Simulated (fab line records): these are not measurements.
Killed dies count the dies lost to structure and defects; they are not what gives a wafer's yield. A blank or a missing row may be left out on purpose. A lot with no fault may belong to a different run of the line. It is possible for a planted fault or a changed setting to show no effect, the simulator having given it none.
Struck lot and sound lot, side by side	flow n5 finfet	38 steps out of a route of 1938
Sound: these wafers, L799.2, L799.3, L799.5. Struck: wafers L810.4, L810.5, L810.6. The cause is given at the end.
At each step with rows: each side's tool, then ch and its chambers, then its first start. Under that, the readings that differ: sound wafers	struck wafers	difference of the means	sigmas: that difference in standard deviations of wafers without a fault.
alike: words and numbers the same on both sides, and readings whose means are apart by under 2 such deviations; not compared: readings that were withheld, readings missing a value for some wafer, numbers with overlapping values and no deviation given by the record, and bounds like >300 which may hide the same value.
Wherever a step has rows on one side only, a row that says differs or no value, or a row with sigmas, the two part there. Numbers that don't overlap but have no deviation are shown without sigmas and don't part them. A reading that every wafer of one side lacks parts them only if that side has two wafers or more.

first, 9 steps without rows for these wafers: N5_BEOL_M9_DESCUM_33 (chemistry O2, time 7 s); N5_BEOL_M9_ETCH_76 (etches underlayer in N2/H2, target depth 6.5 nm, time 5.2 s); N5_BEOL_M9_ETCH_65 (etches SiARC in CF4, target depth 15.6 nm, time 26 s); N5_BEOL_M9_ETCH_66 (etches SOC in N2/H2, target depth 80 nm, overetch 16 nm, time 120 s); N5_BEOL_M9_STRIP_69 (strips in N2/H2); N5_BEOL_M9_STRIP_77 (strips in N2/H2); N5_BEOL_M9_VIA_ETCH_34 (etches SiCOH lowk in C4F6/O2, target depth 182.4 nm, time 68.4 s); N5_BEOL_M9_STRIP_73 (strips in C4F6/O2); N5_BEOL_M9_STRIP_36 (strips in N2/H2).
N5_BEOL_M9_TRENCH_ETCH_37: etches SiCOH lowk in C4F6/O2, target depth 151.43 nm, time 49 s.
  sound on rie diel-04 ch 0,1,3, day 11 21:21; struck on rie diel-04 ch 2,3, day 14 17:04
reading	sound	struck	difference	sigmas
oes_ar_750_au (a.u.)	0.72 0.77 0.97	1.03 1.04 1.04	+0.22	+2
oes_f_703_au (a.u.)	0.73 0.77 0.97	1.19 1.17 1.18	+0.36	+4
oes_o_777_au (a.u.)	0.73 0.78 0.98	1.16 1.12 1.15	+0.31	+4
rf fwd power W (W)	341.2 341.7 342.7	425.6 422.3 426.6	+83.0	+59
rf vpp V (V)	678 645 649	582 611 582	-66	-5
model.etch.depth nm (nm)	155 148.5 155.1	166.8 165.9 167.4	+13.8	
model.BEOL_M9.feature depth nm (nm)	155 148.4 155.2	166.8 165.8 167.4	+13.8	
  alike: drypump motor current A, oes product au, showerhead plenum p Torr, throttle valve pct
  not compared: rf hours counter h
then, 2 steps without rows for these wafers: N5_BEOL_M9_ETCH_41 (etches SiCN in CH3F/O2, target depth 36.6 nm, time 70.1 s); N5_BEOL_M9_STRIP_80 (strips in N2/H2, time 10 s).
N5_BEOL_M9_OCD_MEAS_38:
  struck on ocd-01, day 14 17:18; sound on ocd-02, day 11 21:32
reading	sound	struck	difference	sigmas
trench depth nm (nm)	155 148 155	167 166 167	+14	+4
then, 13 steps without rows for these wafers: N5_BEOL_M9_HM_STRIP_39 (strips TiN in peroxide tin strip, target depth 25 nm, time 158 s); N5_BEOL_M9_SRD_40 (time 30 s); N5_BEOL_M9_PRECLEAN_42 (cleans in residue remover, time 60 s); N5_BEOL_M9_SRD_43 (time 30 s); N5_BEOL_M9_CURE_72 (cures SiCOH lowk, time 120 s); N5_BEOL_M9_DEGAS_44 (time 60 s); N5_BEOL_M9_PRE_CLEAN_45 (time 30 s); N5_BEOL_M9_ALD_74 (deposits TaN, target thk 2 nm, pulse time 2 s, purge time 3 s); N5_BEOL_M9_SURFACE_TREAT_79; N5_BEOL_M9_CVD_78 (deposits Co from CCTBA/H2, target thk 2 nm, time 138.9 s); N5_BEOL_M9_SPUTTER_48 (material Cu, target thk 12 nm, time 2 s); N5_BEOL_M9_ECD_50 (material Cu, target thk 318 nm); N5_BEOL_M9_ANNEAL_51 (time 90 s).
N5_BEOL_M9_CMP_52: polishes, stops on SiCOH lowk, t overpolish 7 s, target thk 140 nm.
  sound on cmp-03 ch 0,2, day 11 23:21; struck on cmp-02 ch 0,1,3, day 14 20:53
reading	sound	struck	difference	sigmas
model.Cu_of_BEOL_M9_ECD_50.thk nm (nm)	143.2 136.8 144.8	156.6 153.2 155.6	+13.5	
  alike: barrier field endpoint s, motor current A, overpolish run s, retaining ring pressure frac, time to endpoint s
  not compared: pad life wafers
N5_BEOL_M9_THK_MEAS_53: measures by xrf.
  struck on film metro-01, day 14 21:06; sound on film metro-01, day 11 23:38
reading	sound	struck	difference	sigmas
M9_THK (nm)	141 135 143	155 152 154	+14	+4
then, 2 steps without rows for these wafers: N5_BEOL_M9_PRE_CLEAN_55 (time 15 s); N5_BEOL_M9_DEP_56 (deposits SiCN from 3MS/NH3, target thk 15 nm, time 26.5 s).
N5_BEOL_M9_RS_MEAS_57: measurement is done with a four-point probe.
  struck on film metro-01, day 14 21:14; sound on film metro-02, day 11 23:47
reading	sound	struck	difference	sigmas
M9_RS (ohm/sq)	0.148 0.155 0.145	0.134 0.137 0.135	-0.014	-3
then, 5 steps without rows for these wafers: N5_BEOL_M10_ILD_DEP_00 (deposits SiCOH lowk from DEMS/porogen, target thk 308.51 nm, time 58 s); N5_BEOL_M10_CURE_71 (cures SiCOH lowk, time 240 s); N5_BEOL_M10_PECVD_70 (deposits SiO2 from TEOS/O2, target thk 20 nm, time 22.7 s); N5_BEOL_M10_HM_DEP_02 (deposits TiN, target thk 20 nm); N5_BEOL_M10_COAT_59 (time 60 s, resist thk 100 nm).
-- here the record skips 2 days between the struck wafers' starts before and after, leaving off in module BEOL_M10 and picking up in module BEOL_M15 (first step shown: number 1830 of the route) --
N5_BEOL_M15_RC_MEAS_101:
  sound on prober-01 ch 0, day 13 15:41; struck on prober-02 ch 0, day 16 22:07
reading	sound	struck	difference	sigmas
SERP_M9 (ohm/um)	2.97 3.22 2.89	2.72 2.76 2.75	-0.28	-3
SERP_M9_max_site (ohm/um)	3.13 3.29 3.06	2.82 2.87 2.95	-0.28	-2
  alike: COMB_M10, COMB_M11, COMB_M12, COMB_M12_max_site, COMB_M13, COMB_M14, COMB_M15, COMB_M5, COMB_M6, COMB_M7, COMB_M8, COMB_M9, SERP_M10, SERP_M10_max_site, SERP_M11, SERP_M12, SERP_M13, SERP_M13_max_site, SERP_M14, SERP_M5, SERP_M6, SERP_M7, SERP_M8
N5_PASSIVATION_PROBE_49:
  the record holds rows for the sound wafers here (prober-01, day 14 04:41) but none for the struck ones

WHERE THEY PART
Earliest at N5_BEOL_M9_TRENCH_ETCH_37; latest, in this record, at N5_PASSIVATION_PROBE_49.

WHY: what the simulator had put in
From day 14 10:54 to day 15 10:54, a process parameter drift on rie diel-04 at N5_BEOL_M9_TRENCH_ETCH_37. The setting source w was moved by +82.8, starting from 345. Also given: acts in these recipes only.
